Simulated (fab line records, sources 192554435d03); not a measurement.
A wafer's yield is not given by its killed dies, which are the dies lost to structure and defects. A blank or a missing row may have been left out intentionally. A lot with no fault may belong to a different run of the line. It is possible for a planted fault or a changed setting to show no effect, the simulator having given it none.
Which tool was responsible?    flow n5Finfet    24 lots, 72 wafers sampled, at 6 steps of a route of 1938

WHAT EACH GAUGE READ, for each wafer
No reading from a measuring or inspecting step in the record can be judged against a usual standard deviation.

WHAT TOOL EACH LOT RAN ON (gives the tool, then ch and the chambers of the sampled wafers, and finally the start)
lot   N5_BEOL_M3_STRIP_66                N5_BEOL_M3_ANNEAL_49         N5_BEOL_M3_SPUTTER_79        N5_BEOL_M3_SPUTTER_88        N5_BEOL_M3_ANNEAL_89         N5_BEOL_M3_SPUTTER_94
L075  rieDiel-03 ch 1,2, day 6 23:00     pvdSputter-03, day 7 02:03   pvdSputter-03, day 7 02:13   pvdSputter-03, day 7 02:57   pvdSputter-03, day 7 03:02   pvdSputter-03, day 7 03:38
L074  rieDiel-05 ch 0,1,2, day 6 23:10   pvdSputter-01, day 7 02:19   pvdSputter-01, day 7 02:28   pvdSputter-01, day 7 03:07   pvdSputter-01, day 7 03:12   pvdSputter-01, day 7 03:47
L076  rieDiel-01 ch 0,2,3, day 7 05:29   pvdSputter-01, day 7 08:59   pvdSputter-01, day 7 09:08   pvdSputter-01, day 7 09:47   pvdSputter-01, day 7 09:52   pvdSputter-01, day 7 10:27
L077  rieDiel-01 ch 1,2, day 7 15:32     pvdSputter-02, day 7 21:22   pvdSputter-02, day 7 21:30   pvdSputter-02, day 7 22:10   pvdSputter-02, day 7 22:14   pvdSputter-02, day 7 22:49
L078  rieDiel-05 ch 0,2,3, day 7 20:50   pvdSputter-03, day 8 06:21   pvdSputter-03, day 8 06:29   pvdSputter-03, day 8 07:09   pvdSputter-03, day 8 07:14   pvdSputter-03, day 8 07:49
L079  rieDiel-05 ch 0,1,2, day 8 05:39   pvdSputter-02, day 8 09:03   pvdSputter-02, day 8 09:11   pvdSputter-02, day 8 09:51   pvdSputter-02, day 8 09:56   pvdSputter-02, day 8 10:31
L080  rieDiel-05 ch 0,2,3, day 8 06:34   pvdSputter-01, day 8 11:01   pvdSputter-01, day 8 11:09   pvdSputter-01, day 8 11:49   pvdSputter-01, day 8 11:53   pvdSputter-01, day 8 12:28
L081  rieDiel-01 ch 0,1,3, day 8 19:32   pvdSputter-02, day 9 00:02   pvdSputter-02, day 9 00:11   pvdSputter-02, day 9 00:50   pvdSputter-02, day 9 00:55   pvdSputter-02, day 9 01:30
L083  rieDiel-03 ch 1,2,3, day 8 21:14   pvdSputter-01, day 9 01:38   pvdSputter-01, day 9 01:46   pvdSputter-01, day 9 02:26   pvdSputter-01, day 9 02:31   pvdSputter-01, day 9 03:05
L082  rieDiel-01 ch 0,2,3, day 8 22:32   pvdSputter-01, day 9 04:21   pvdSputter-01, day 9 04:29   pvdSputter-01, day 9 05:09   pvdSputter-01, day 9 05:14   pvdSputter-01, day 9 05:49
L084  rieDiel-05 ch 2,3, day 9 01:26     pvdSputter-02, day 9 05:22   pvdSputter-02, day 9 05:30   pvdSputter-02, day 9 06:10   pvdSputter-02, day 9 06:14   pvdSputter-02, day 9 06:49
L085  rieDiel-05 ch 1,2,3, day 9 13:19   pvdSputter-01, day 9 17:37   pvdSputter-01, day 9 17:45   pvdSputter-01, day 9 18:25   pvdSputter-01, day 9 18:29   pvdSputter-01, day 9 19:04
L086  rieDiel-01 ch 0,1,2, day 9 20:26   pvdSputter-03, day 10 00:01  pvdSputter-03, day 10 00:10  pvdSputter-03, day 10 00:49  pvdSputter-03, day 10 00:54  pvdSputter-03, day 10 01:29
L087  rieDiel-01 ch 0,1, day 9 22:43     pvdSputter-01, day 10 07:34  pvdSputter-01, day 10 07:43  pvdSputter-01, day 10 08:22  pvdSputter-01, day 10 08:27  pvdSputter-01, day 10 09:02
L090  rieDiel-05 ch 0,1,3, day 10 13:44  pvdSputter-02, day 10 17:56  pvdSputter-02, day 10 18:05  pvdSputter-02, day 10 18:44  pvdSputter-02, day 10 18:49  pvdSputter-02, day 10 19:24
L088  rieDiel-01 ch 1,3, day 10 15:16    pvdSputter-01, day 10 18:37  pvdSputter-01, day 10 18:46  pvdSputter-01, day 10 19:25  pvdSputter-01, day 10 19:30  pvdSputter-01, day 10 20:05
L091  rieDiel-05 ch 1,2,3, day 10 20:37  pvdSputter-01, day 10 23:07  pvdSputter-01, day 10 23:15  pvdSputter-01, day 10 23:55  pvdSputter-01, day 10 23:59  pvdSputter-01, day 11 00:34
L089  rieDiel-05 ch 2,3, day 11 02:05    pvdSputter-02, day 11 06:20  pvdSputter-02, day 11 06:28  pvdSputter-02, day 11 07:08  pvdSputter-02, day 11 07:13  pvdSputter-02, day 11 07:47
L092  rieDiel-01 ch 0,1,3, day 11 02:22  pvdSputter-02, day 11 08:26  pvdSputter-02, day 11 08:34  pvdSputter-02, day 11 09:14  pvdSputter-02, day 11 09:19  pvdSputter-02, day 11 09:53
L093  rieDiel-05 ch 1,2,3, day 11 11:20  pvdSputter-03, day 11 16:30  pvdSputter-03, day 11 16:39  pvdSputter-03, day 11 17:20  pvdSputter-03, day 11 17:25  pvdSputter-03, day 11 18:00
L094  rieDiel-01 ch 0,1,3, day 11 18:28  pvdSputter-03, day 11 21:25  pvdSputter-03, day 11 21:34  pvdSputter-03, day 11 22:13  pvdSputter-03, day 11 22:18  pvdSputter-03, day 11 22:53
L095  rieDiel-01 ch 0,2,3, day 12 01:32  pvdSputter-02, day 12 04:18  pvdSputter-02, day 12 04:26  pvdSputter-02, day 12 05:06  pvdSputter-02, day 12 05:11  pvdSputter-02, day 12 05:46
L096  rieDiel-03 ch 0,1,2, day 12 13:22  pvdSputter-03, day 12 18:48  pvdSputter-03, day 12 18:56  pvdSputter-03, day 12 19:36  pvdSputter-03, day 12 19:41  pvdSputter-03, day 12 20:16
L097  rieDiel-03 ch 0,2,3, day 12 16:43  pvdSputter-03, day 12 21:42  pvdSputter-03, day 12 21:50  pvdSputter-03, day 12 22:30  pvdSputter-03, day 12 22:35  pvdSputter-03, day 12 23:10
- N5_BEOL_M3_STRIP_66: strips in CF4.
- N5_BEOL_M3_ANNEAL_49: time 240 s.
- N5_BEOL_M3_SPUTTER_79: material Cu, target thk 4.5 nm, time 8.29 s.
- N5_BEOL_M3_SPUTTER_88: material Cu, target thk 4.5 nm, time 8.29 s.
- N5_BEOL_M3_ANNEAL_89: time 240 s.
- N5_BEOL_M3_SPUTTER_94: material Cu, target thk 4.5 nm, time 8.29 s.

AS READ BY THE TOOLS THEMSELVES (means over the sampled wafers that have a number; for cases with no such wafer, the mark the record gives instead)
N5_BEOL_M3_STRIP_66.
lot   tool        drypumpMotorCurrentA (A)  oesProductAu (a.u.)  rfFwdPowerW (W)  rfVppV (V)  showerheadPlenumPTorr (Torr)  throttleValvePct (%)
L075  rieDiel-03  5.4                       0.81                 292.8            270.5       1.75                          13.54
L074  rieDiel-05  6.1                       0.81                 294.5            272.4       1.82                          13.34
L076  rieDiel-01  5.1                       0.75                 292.1            270.8       1.77                          13.74
L077  rieDiel-01  5.3                       0.75                 293.3            271.4       1.79                          13.91
L078  rieDiel-05  6.0                       0.75                 292.7            270.7       1.80                          13.37
L079  rieDiel-05  6.1                       0.80                 292.2            272.1       1.82                          13.35
L080  rieDiel-05  6.0                       0.76                 293.0            271.6       1.80                          13.38
L081  rieDiel-01  5.3                       0.80                 291.9            271.4       1.78                          13.54
L083  rieDiel-03  5.5                       0.77                 292.6            270.5       1.78                          13.59
L082  rieDiel-01  5.1                       0.74                 292.5            269.8       1.77                          13.76
L084  rieDiel-05  6.4                       0.76                 292.9            272.4       1.86                          13.27
L085  rieDiel-05  6.2                       0.77                 293.0            272.9       1.87                          13.35
L086  rieDiel-01  5.2                       0.79                 293.1            271.4       1.80                          13.72
L087  rieDiel-01  5.5                       0.84                 292.4            272.2       1.82                          13.52
L090  rieDiel-05  5.8                       0.75                 292.8            270.8       1.80                          13.46
L088  rieDiel-01  5.5                       0.73                 293.2            268.8       1.75                          13.61
L091  rieDiel-05  6.2                       0.76                 292.2            272.7       1.87                          13.37
L089  rieDiel-05  6.1                       0.72                 291.8            272.3       1.85                          13.39
L092  rieDiel-01  5.3                       0.78                 292.6            271.4       1.77                          13.58
L093  rieDiel-05  6.2                       0.76                 292.0            273.5       1.87                          13.36
L094  rieDiel-01  5.4                       0.78                 292.7            270.8       1.77                          13.60
L095  rieDiel-01  5.1                       0.83                 292.6            270.4       1.76                          13.62
L096  rieDiel-03  5.7                       0.75                 292.4            270.4       1.75                          13.67
L097  rieDiel-03  5.5                       0.79                 293.1            270.5       1.78                          13.57

N5_BEOL_M3_ANNEAL_49.
lot   tool           heaterPowerW (W)
L075  pvdSputter-03  848
L074  pvdSputter-01  853
L076  pvdSputter-01  839
L077  pvdSputter-02  812
L078  pvdSputter-03  891
L079  pvdSputter-02  791
L080  pvdSputter-01  815
L081  pvdSputter-02  766
L083  pvdSputter-01  779
L082  pvdSputter-01  816
L084  pvdSputter-02  780
L085  pvdSputter-01  794
L086  pvdSputter-03  819
L087  pvdSputter-01  879
L090  pvdSputter-02  812
L088  pvdSputter-01  837
L091  pvdSputter-01  803
L089  pvdSputter-02  770
L092  pvdSputter-02  797
L093  pvdSputter-03  839
L094  pvdSputter-03  845
L095  pvdSputter-02  819
L096  pvdSputter-03  874
L097  pvdSputter-03  888

N5_BEOL_M3_SPUTTER_79.
lot   tool           chuckGasFlowSccm (sccm)  throttleValvePct (%)
L075  pvdSputter-03  1.24                     29.5
L074  pvdSputter-01  1.24                     29.2
L076  pvdSputter-01  1.23                     29.7
L077  pvdSputter-02  1.27                     28.9
L078  pvdSputter-03  1.29                     29.5
L079  pvdSputter-02  1.22                     28.8
L080  pvdSputter-01  1.30                     28.8
L081  pvdSputter-02  1.26                     29.9
L083  pvdSputter-01  1.24                     28.4
L082  pvdSputter-01  1.30                     28.8
L084  pvdSputter-02  1.27                     29.4
L085  pvdSputter-01  1.26                     29.1
L086  pvdSputter-03  1.31                     30.6
L087  pvdSputter-01  1.29                     28.9
L090  pvdSputter-02  1.22                     28.8
L088  pvdSputter-01  1.26                     29.6
L091  pvdSputter-01  1.29                     29.2
L089  pvdSputter-02  1.28                     29.3
L092  pvdSputter-02  1.28                     29.7
L093  pvdSputter-03  1.25                     30.2
L094  pvdSputter-03  1.31                     29.3
L095  pvdSputter-02  1.24                     29.6
L096  pvdSputter-03  1.28                     30.3
L097  pvdSputter-03  1.28                     30.1

N5_BEOL_M3_SPUTTER_88.
lot   tool           chuckGasFlowSccm (sccm)  throttleValvePct (%)
L075  pvdSputter-03  1.26                     29.3
L074  pvdSputter-01  1.29                     29.4
L076  pvdSputter-01  1.31                     29.6
L077  pvdSputter-02  1.23                     28.7
L078  pvdSputter-03  1.30                     29.5
L079  pvdSputter-02  1.28                     28.5
L080  pvdSputter-01  1.28                     28.8
L081  pvdSputter-02  1.28                     30.2
L083  pvdSputter-01  1.30                     28.2
L082  pvdSputter-01  1.32                     28.6
L084  pvdSputter-02  1.25                     29.4
L085  pvdSputter-01  1.27                     29.0
L086  pvdSputter-03  1.25                     30.4
L087  pvdSputter-01  1.24                     29.0
L090  pvdSputter-02  1.25                     28.8
L088  pvdSputter-01  1.23                     29.7
L091  pvdSputter-01  1.23                     29.1
L089  pvdSputter-02  1.27                     29.6
L092  pvdSputter-02  1.25                     29.4
L093  pvdSputter-03  1.30                     30.3
L094  pvdSputter-03  1.26                     29.4
L095  pvdSputter-02  1.29                     29.6
L096  pvdSputter-03  1.27                     30.2
L097  pvdSputter-03  1.26                     30.2

N5_BEOL_M3_ANNEAL_89.
lot   tool           heaterPowerW (W)
L075  pvdSputter-03  844
L074  pvdSputter-01  866
L076  pvdSputter-01  840
L077  pvdSputter-02  826
L078  pvdSputter-03  890
L079  pvdSputter-02  772
L080  pvdSputter-01  808
L081  pvdSputter-02  756
L083  pvdSputter-01  781
L082  pvdSputter-01  818
L084  pvdSputter-02  767
L085  pvdSputter-01  778
L086  pvdSputter-03  832
L087  pvdSputter-01  876
L090  pvdSputter-02  818
L088  pvdSputter-01  841
L091  pvdSputter-01  786
L089  pvdSputter-02  772
L092  pvdSputter-02  797
L093  pvdSputter-03  848
L094  pvdSputter-03  847
L095  pvdSputter-02  806
L096  pvdSputter-03  872
L097  pvdSputter-03  886

N5_BEOL_M3_SPUTTER_94.
lot   tool           chuckGasFlowSccm (sccm)  throttleValvePct (%)
L075  pvdSputter-03  1.32                     29.3
L074  pvdSputter-01  1.29                     29.4
L076  pvdSputter-01  1.29                     29.7
L077  pvdSputter-02  1.25                     28.9
L078  pvdSputter-03  1.28                     29.5
L079  pvdSputter-02  1.24                     28.7
L080  pvdSputter-01  1.29                     28.8
L081  pvdSputter-02  1.22                     30.1
L083  pvdSputter-01  1.28                     28.0
L082  pvdSputter-01  1.31                     28.9
L084  pvdSputter-02  1.28                     29.4
L085  pvdSputter-01  1.26                     29.1
L086  pvdSputter-03  1.24                     30.4
L087  pvdSputter-01  1.28                     29.0
L090  pvdSputter-02  1.21                     28.7
L088  pvdSputter-01  1.22                     29.7
L091  pvdSputter-01  1.29                     29.1
L089  pvdSputter-02  1.22                     29.4
L092  pvdSputter-02  1.25                     29.5
L093  pvdSputter-03  1.30                     30.1
L094  pvdSputter-03  1.32                     29.4
L095  pvdSputter-02  1.28                     29.6
L096  pvdSputter-03  1.26                     30.2
L097  pvdSputter-03  1.27                     30.2

THE ANSWER, worked out from the rows above alone
Rule: usual is defined by the lots themselves. Put in order of their means at a reading, lots are off if they are a third of the lots or fewer, leave a main group of 4 or more, and stand apart from it by a gap of 3 or more times the standard deviation of the main group's means; of several such gaps the widest counts. Not used: any main group whose means are identical at the precision the tables above print for the reading. Also off: a lot with no number at a reading for which 4 or more lots have one. Any other lot the step has rows for is counted as sound. After the gauges, taken in route order, come the tools' own readings; for these a lot's mean is taken, as printed above. At the first step where some lot is off, the reading lying furthest off is the one used; lots without a number count as furthest.
No lot is off on any of the readings shown, so nothing can be concluded from this.

WHAT HAD BEEN PUT IN BY THE SIMULATOR
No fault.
